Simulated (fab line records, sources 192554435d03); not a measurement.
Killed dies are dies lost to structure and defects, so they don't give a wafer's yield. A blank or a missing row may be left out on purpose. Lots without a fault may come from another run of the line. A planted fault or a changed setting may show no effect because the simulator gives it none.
fab line records | flow n5_finfet
record lots=7 wafers=39
route steps=1938 shown GATE_CUT@484 MOL_CONTACT_COAG@586
start_h: hours from the record's first day to the start of the lot's first wafer shown | wait_h: hours since the lot's step before | " the same as in the row above | L1.1+2: a row that stands for several wafers | - no value, or no start given | * or withheld: withheld | < > ~ a bound
route shown NAME@n: a module of which the file shows steps, and the number in the route of the first | usual: mean/standard deviation of fault-free wafers | same: alike in all rows | chamber/n: place in a boat | sites: the reading at each site | _std_site: their standard deviation | _edge_site: outer sites' mean less inner sites' | radius_mm: how far each site lies from the wafer's centre | mask NAME#n: copy n | behind: the tool/chamber that last shaped the wafer | hold: why the lot was held/for how many hours/how that ended | device: the transistor (n, p or np) that didn't switch | end of line: the same wafers' tests at the end of the route | a step without rows: its recipe alone | killed: dies lost to structure and defects at the first sort, not the wafer's yield | map: a wafer's dies, x killed, . not, _ none there
set.NAME: the setting as run; set.NAME@STEP: as run at that earlier step | model.NAME: the simulator's own value behind a step, which no gauge read
lots whose settings were changed on purpose; a table a step, a row a wafer
## steps
# step N5_GATE_CUT_EXPOSE_10
# recipe mask_id=GATE_CUT na=0.33 source_shape=annular sigma_inner=0.35 sigma_outer=0.8 polarization=unpolarized target_cd_nm=20 dose_mj=43.25
# columns lot.wafer tool chamber start_h wait_h mask set.dose_mj
L074.1+2+3 euv_scanner-02 0 80.98 - GATE_CUT#0 44.9
L074.4+5+6 " 0 " " GATE_CUT#0 43.25
L077.1+4+6 euv_scanner-02 0 99.11 - GATE_CUT#0 45.73
L077.2+3+5 " 0 " " GATE_CUT#0 43.25
L081.2+3+4 euv_scanner-02 0 126.92 - GATE_CUT#0 43.25
L089.1+2+3+4+5+6 euv_scanner-01 0 175.25 - GATE_CUT#0 43.25
L090.1+2+5 euv_scanner-01 0 183.29 - GATE_CUT#0 43.25
L090.3+4+6 " 0 " " GATE_CUT#0 46.27
L091.1+2+4 euv_scanner-01 0 194.02 - GATE_CUT#0 43.25
L091.3+5+6 " 0 " " GATE_CUT#0 39.8
L096.1+2+3+4+5+6 euv_scanner-02 0 215.02 - GATE_CUT#0 43.25
# step N5_GATE_CUT_PEB_11
# recipe peb_temp_c=100 peb_time_s=60 resist=CAR-EUV
# step N5_GATE_CUT_DEVELOP_12
# recipe develop_time_s=30 developer=TMAH resist=CAR-EUV rinse_liquid=surfactant_rinse dry=air_spin dev_temp_c=23
# step N5_GATE_CUT_CD_MEAS_13
# recipe target_cd_nm=20 landing_energy_ev=500 detector=se_inlens
# usual cd_nm=19.96/0.24
# columns lot.wafer tool chamber start_h wait_h set.dose_mj@GATE_CUT_EXPOSE_10 cd_nm
L074.1 cd_sem-02 0 81.11 - 44.9 20.49
L074.2 " 0 " " 44.9 20.88
L074.3 " 0 " " 44.9 20.56
L074.4 " 0 " " 43.25 19.85
L074.5 " 0 " " 43.25 20.37
L074.6 " 0 " " 43.25 19.84
L077.1 cd_sem-01 0 99.25 - 45.73 21.07
L077.2 " 0 " " 43.25 19.64
L077.3 " 0 " " 43.25 20.13
L077.4 " 0 " " 45.73 21.02
L077.5 " 0 " " 43.25 20.12
L077.6 " 0 " " 45.73 21.06
L081.2 cd_sem-02 0 127.04 - 43.25 19.65
L081.3 " 0 " " 43.25 20.15
L081.4 " 0 " " 43.25 20.56
L089.1 cd_sem-02 0 175.38 - 43.25 19.68
L089.2 " 0 " " 43.25 19.78
L089.3 " 0 " " 43.25 19.86
L089.4 " 0 " " 43.25 19.48
L089.5 " 0 " " 43.25 19.86
L089.6 " 0 " " 43.25 19.69
L090.1 cd_sem-02 0 183.42 - 43.25 19.84
L090.2 " 0 " " 43.25 19.94
L090.3 " 0 " " 46.27 21.42
L090.4 " 0 " " 46.27 21.40
L090.5 " 0 " " 43.25 19.73
L090.6 " 0 " " 46.27 21.23
L091.1 cd_sem-02 0 194.15 - 43.25 19.54
L091.2 " 0 " " 43.25 19.68
L091.3 " 0 " " 39.8 17.84
L091.4 " 0 " " 43.25 20.37
L091.5 " 0 " " 39.8 18.20
L091.6 " 0 " " 39.8 17.75
L096.1 cd_sem-02 0 215.16 - 43.25 19.97
L096.2 " 0 " " 43.25 20.08
L096.3 " 0 " " 43.25 19.83
L096.4 " 0 " " 43.25 20.47
L096.5 " 0 " " 43.25 19.73
L096.6 " 0 " " 43.25 20.14
# step N5_GATE_CUT_DESCUM_18
# recipe chemistry=O2 time_s=7 source_power_w=50 bias_power_w=20 pressure_mtorr=20 rf_frequency_hz=2.712e+07 temp_c=40 resist=CAR-EUV o2_flow_sccm=225
# columns lot.wafer tool chamber start_h wait_h set.dose_mj@GATE_CUT_EXPOSE_10 model.GATE_CUT.cd_nm
L074.1+2+3 rie_diel-02 2,1,0 81.25 0.0 44.9 20.8
L074.4+6 " 3,1 " " 43.25 20
L074.5 " 0 " " 43.25 20.2
L077.1+4+6 rie_diel-02 2,1,3 99.37 0.0 45.73 21
L077.2 " 3 " " 43.25 19.8
L077.3+5 " 0,2 " " 43.25 20
L081.2+4 rie_diel-06 0,3 127.16 0.0 43.25 20
L081.3 " 1 " " 43.25 20.2
L089.1+3+5 rie_diel-05 1,2,3 175.50 0.0 43.25 19.8
L089.2+4+6 " 3,0,0 " " 43.25 19.6
L090.1 rie_diel-06 2 183.54 0.0 43.25 19.8
L090.2 " 1 " " 43.25 20
L090.3+4+6 " 3,0,3 " " 46.27 21.2
L090.5 " 2 " " 43.25 19.6
L091.1 rie_diel-02 3 194.27 0.0 43.25 20
L091.2 " 0 " " 43.25 19.8
L091.3 " 1 " " 39.8 17.8
L091.4 " 2 " " 43.25 20.2
L091.5+6 " 1,2 " " 39.8 18
L096.1+2+5 rie_diel-02 1,2,2 215.28 0.0 43.25 20
L096.3+4+6 " 0,3,3 " " 43.25 20.2
# step N5_GATE_CUT_ETCH_28
# recipe chemistry=N2/H2 target=underlayer target_depth_a=130 mask_material=CAR-EUV time_s=10.4 ion_energy_ev=200 pressure_mtorr=30 source_w=840 bias_w=150 n2_flow_sccm=200 h2_flow_sccm=200 ends=cleared
# step N5_GATE_CUT_ETCH_36
# recipe chemistry=CF4 target=SiARC target_depth_a=130 mask_material=CAR-EUV time_s=21.7 ion_energy_ev=80 pressure_mtorr=40 source_w=545 bias_w=36 Ar_flow_sccm=100 cf4_flow_sccm=100 ends=cleared
# step N5_GATE_CUT_ETCH_37
# recipe chemistry=N2/H2 target=SOC target_depth_a=600 overetch_a=120 mask_material=SiARC temp_c=40 time_s=90 ion_energy_ev=200 pressure_mtorr=30 source_w=840 bias_w=150 n2_flow_sccm=200 h2_flow_sccm=200
# columns lot.wafer tool chamber start_h wait_h set.dose_mj@GATE_CUT_EXPOSE_10 model.GATE_CUT.cd_nm
L074.1+3 rie_diel-02 2,0 81.33 0.0 44.9 20.8
L074.2 " 1 " " 44.9 21
L074.4+5 " 3,0 " " 43.25 20.2
L074.6 " 1 " " 43.25 20
L077.1+6 rie_diel-02 2,3 99.45 0.0 45.73 21
L077.2 " 3 " " 43.25 19.8
L077.3+5 " 0,2 " " 43.25 20
L077.4 " 1 " " 45.73 21.2
L081.2+3+4 rie_diel-06 0,1,3 127.24 0.0 43.25 20
L089.1+3 rie_diel-05 1,2 175.58 0.0 43.25 19.8
L089.2+4+5+6 " 3,0,3,0 " " 43.25 19.6
L090.1 rie_diel-06 2 183.62 0.0 43.25 20
L090.2+5 " 1,2 " " 43.25 19.8
L090.3 " 3 " " 46.27 21.4
L090.4 " 0 " " 46.27 21.2
L090.6 " 3 " " 46.27 21.6
L091.1 rie_diel-02 3 194.35 0.0 43.25 20
L091.2 " 0 " " 43.25 19.8
L091.3 " 1 " " 39.8 17.8
L091.4 " 2 " " 43.25 20.2
L091.5+6 " 1,2 " " 39.8 18
L096.1 rie_diel-02 1 215.36 0.0 43.25 20
L096.2+4+5+6 " 2,3,2,3 " " 43.25 20.2
L096.3 " 0 " " 43.25 20.4
# step N5_GATE_CUT_STRIP_38
# recipe chemistry=N2/H2 temp_c=40 n2_flow_sccm=200 h2_flow_sccm=200 rf_frequency_hz=6e+07
# step N5_GATE_CUT_STRIP_39
# recipe chemistry=N2/H2 temp_c=40 n2_flow_sccm=200 h2_flow_sccm=200 rf_frequency_hz=6e+07
# step N5_GATE_CUT_HM_OPEN_40
# recipe chemistry=C4F6/O2 target=SiO2 mask_material=SiARC target_depth_a=1390 time_s=85.1 ion_energy_ev=250 pressure_mtorr=30 source_w=345 bias_w=185 Ar_flow_sccm=300 C4F6_flow_sccm=10 O2_flow_sccm=10 ends=cleared
# columns lot.wafer tool chamber start_h wait_h set.dose_mj@GATE_CUT_EXPOSE_10 model.GATE_CUT.cd_nm
L074.1+2+3 rie_diel-02 2,1,0 81.42 0.0 44.9 21
L074.4+5+6 " 3,0,1 " " 43.25 20.2
L077.1+4 rie_diel-02 2,1 99.53 0.0 45.73 21.2
L077.2 " 3 " " 43.25 19.8
L077.3+5 " 0,2 " " 43.25 20
L077.6 " 3 " " 45.73 21
L081.2+3+4 rie_diel-06 0,1,3 127.33 0.0 43.25 20
L089.1+2+3+4+5+6 rie_diel-05 1,3,2,0,3,0 175.67 0.0 43.25 19.8
L090.1 rie_diel-06 2 183.71 0.0 43.25 20
L090.2+5 " 1,2 " " 43.25 19.8
L090.3 " 3 " " 46.27 21.8
L090.4 " 0 " " 46.27 21.2
L090.6 " 3 " " 46.27 21.6
L091.1+2 rie_diel-02 3,0 194.44 0.0 43.25 20
L091.3 " 1 " " 39.8 17.8
L091.4 " 2 " " 43.25 20.4
L091.5+6 " 1,2 " " 39.8 18.2
L096.1 rie_diel-02 1 215.44 0.0 43.25 20
L096.2+5 " 2 " " 43.25 20.2
L096.3+4+6 " 0,3,3 " " 43.25 20.4
# step N5_MOL_CONTACT_COAG_VIA_ETCH_46
# recipe chemistry=C4F6/O2 target_depth_a=460 overetch_a=92 mask_material=SOC target=SiO2 bias_w=455 pressure_mtorr=10 time_s=40 source_w=325 Ar_flow_sccm=300 C4F6_flow_sccm=10 O2_flow_sccm=10 ion_energy_ev=575.3 ends=end_point
# usual rf_vpp_V=1588/16
# columns lot.wafer tool chamber start_h wait_h set.bias_w rf_vpp_V
L074.1 rie_diel-04 0 98.03 0.0 500.6 1683
L074.2 " 3 " " 455 1615
L074.3 " 2 " " 500.6 1708
L074.4 " 1 " " 500.6 1733
L074.5 " 3 " " 455 1616
L074.6 " 2 " " 455 1590
L077.1 rie_diel-01 0 113.84 0.0 500 1709
L077.2 " 1 " " 455 1588
L077.3 " 2 " " 500 1704
L077.4 " 3 " " 455 1577
L077.5 " 0 " " 500 1710
L077.6 " 1 " " 455 1587
L081.2 rie_diel-01 2 143.43 0.0 455 1589
L081.3 " 3 " " 455 1578
L081.4 " 1 " " 455 1587
L089.1 rie_diel-01 0 191.03 0.0 415.2 1488
L089.2 " 2 " " 455 1589
L089.3 " 3 " " 455 1575
L089.4 " 1 " " 455 1586
L089.5 " 2 " " 415.2 1483
L089.6 " 3 " " 415.2 1472
L090.1 rie_diel-01 1 197.47 0.0 376.2 1375
L090.2 " 3 " " 455 1577
L090.3 " 0 " " 376.2 1381
L090.4 " 2 " " 455 1588
L090.5 " 3 " " 376.2 1366
L090.6 " 0 " " 455 1593
L091.1 rie_diel-04 2 212.28 0.0 455 1589
L091.2 " 3 " " 455 1615
L091.3 " 0 " " 455 1566
L091.4 " 0 " " 455 1567
L091.5 " 2 " " 455 1589
L091.6 " 3 " " 455 1614
L096.1 rie_diel-03 0 229.59 0.0 504.4 1736
L096.2 " 3 " " 455 1565
L096.3 " 1 " " 455 1570
L096.4 " 2 " " 504.4 1714
L096.5 " 1 " " 504.4 1695
L096.6 " 2 " " 455 1586
## key
split step=N5_GATE_CUT_EXPOSE_10 setting=dose_mj stated=43.25 by=wafer
response step=N5_GATE_CUT_CD_MEAS_13 reading=cd_nm change=+0.216 per=1% r=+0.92
response step=N5_GATE_CUT_DESCUM_18 reading=model.GATE_CUT.cd_nm change=+0.22 per=1% r=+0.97
response step=N5_GATE_CUT_ETCH_37 reading=model.GATE_CUT.cd_nm change=+0.228 per=1% r=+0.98
response step=N5_GATE_CUT_HM_OPEN_40 reading=model.GATE_CUT.cd_nm change=+0.238 per=1% r=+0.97
split step=N5_MOL_CONTACT_COAG_VIA_ETCH_46 setting=bias_w stated=455 by=wafer
response step=N5_MOL_CONTACT_COAG_VIA_ETCH_46 reading=rf_vpp_V change=+12 per=1% r=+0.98
